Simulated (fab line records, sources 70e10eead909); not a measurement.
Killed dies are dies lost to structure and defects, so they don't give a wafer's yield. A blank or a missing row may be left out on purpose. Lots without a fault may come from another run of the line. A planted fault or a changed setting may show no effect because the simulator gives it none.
Chamber matching | flow nand_harc | NHARC_A_WL_FILL_STRIP_29 on rie_diel-10: 4 sister chambers
The step strips in O2, time 20 s. 22 wafers are shown with their chamber, then 11 later ones without.

WAFERS WITH THEIR CHAMBER
wafer  | chamber | showerhead_plenum_p_Torr (Torr) | drypump_motor_current_A (A) | oes_product_au (a.u.)
L074.1 | 2       | 3.44                            | 5.8                         | 0.993
L074.3 | 0       | 3.76                            | 6.0                         | 0.986
L074.5 | 1       | 3.42                            | 5.9                         | 1.006
L075.2 | 1       | 3.42                            | 5.9                         | 0.997
L075.3 | 2       | 3.44                            | 5.7                         | 0.986
L075.4 | 3       | 3.59                            | 6.2                         | 1.012
L078.1 | 0       | 3.76                            | 6.0                         | 0.989
L078.2 | 3       | 3.59                            | 6.2                         | 1.010
L078.3 | 2       | 3.44                            | 5.8                         | 0.996
L078.4 | 1       | 3.42                            | 6.0                         | 1.015
L078.5 | 2       | 3.44                            | 5.8                         | 1.000
L078.6 | 3       | 3.59                            | 6.2                         | 1.016
L080.1 | 2       | 3.44                            | 5.8                         | 0.991
L080.4 | 3       | 3.59                            | 6.2                         | 1.017
L080.6 | 0       | 3.76                            | 6.0                         | 0.991
L082.2 | 3       | 3.59                            | 6.2                         | 1.019
L082.3 | 0       | 3.76                            | 6.0                         | 0.996
L082.6 | 1       | 3.42                            | 6.0                         | 0.998
L083.3 | 0       | 3.75                            | 5.9                         | 0.994
L083.4 | 1       | 3.42                            | 5.9                         | 1.007
L083.5 | 0       | 3.75                            | 6.0                         | 0.990
L086.1 | 3       | 3.59                            | 6.2                         | 1.020

SIGNATURES (means of the wafers above)
reading                  | chamber 0 | chamber 1 | chamber 2 | chamber 3 | scatter within a chamber
showerhead_plenum_p_Torr | 3.7567    | 3.4200    | 3.4400    | 3.5900    | 0.00272
drypump_motor_current_A  | 5.983     | 5.940     | 5.780     | 6.200     | 0.0397
oes_product_au           | 0.99100   | 1.00460   | 0.99320   | 1.01567   | 0.00511
Rule: a wafer's distance from a chamber is the root of the sum, over the readings, of the square of ((its reading less the chamber's mean) divided by the reading's scatter). The wafer belongs to the nearest chamber; if the next one is less than 2 further off, it can't be placed. The scatter: the root of (the sum of the squares of (reading less its chamber's mean) over the shown wafers, divided by (wafers less chambers)).

WAFERS WITHOUT THEIR CHAMBER
wafer  | showerhead_plenum_p_Torr (Torr) | drypump_motor_current_A (A) | oes_product_au (a.u.)
L086.2 | 3.42                            | 5.9                         | 1.001
L086.5 | 3.44                            | 5.8                         | 1.000
L088.1 | 3.44                            | 5.7                         | 1.022
L088.2 | 3.42                            | 5.9                         | 1.022
L088.3 | 3.59                            | 6.2                         | 1.020
L093.3 | 3.75                            | 6.0                         | 0.998
L093.4 | 3.41                            | 6.0                         | 1.029
L093.5 | 3.41                            | 5.9                         | 1.017
L097.1 | 3.59                            | 6.2                         | 1.003
L097.4 | 3.75                            | 5.9                         | 0.983
L097.5 | 3.43                            | 5.8                         | 1.010

WHICH CHAMBER EACH WENT THROUGH
wafer  | from the rows above     | in truth
L086.2 | 1                       | 1
L086.5 | 2                       | 2
L088.1 | 2                       | 2
L088.2 | 1                       | 1
L088.3 | 3                       | 3
L093.3 | 0                       | 0
L093.4 | 1                       | 1
L093.5 | 1                       | 1
L097.1 | 3                       | 3
L097.4 | 0                       | 0
L097.5 | can't be placed: 2 or 1 | 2
Placed correctly: 10 of 11. Can't be placed from these rows: 1 (the true chamber is among the candidates in 1). Placed wrongly: 0.
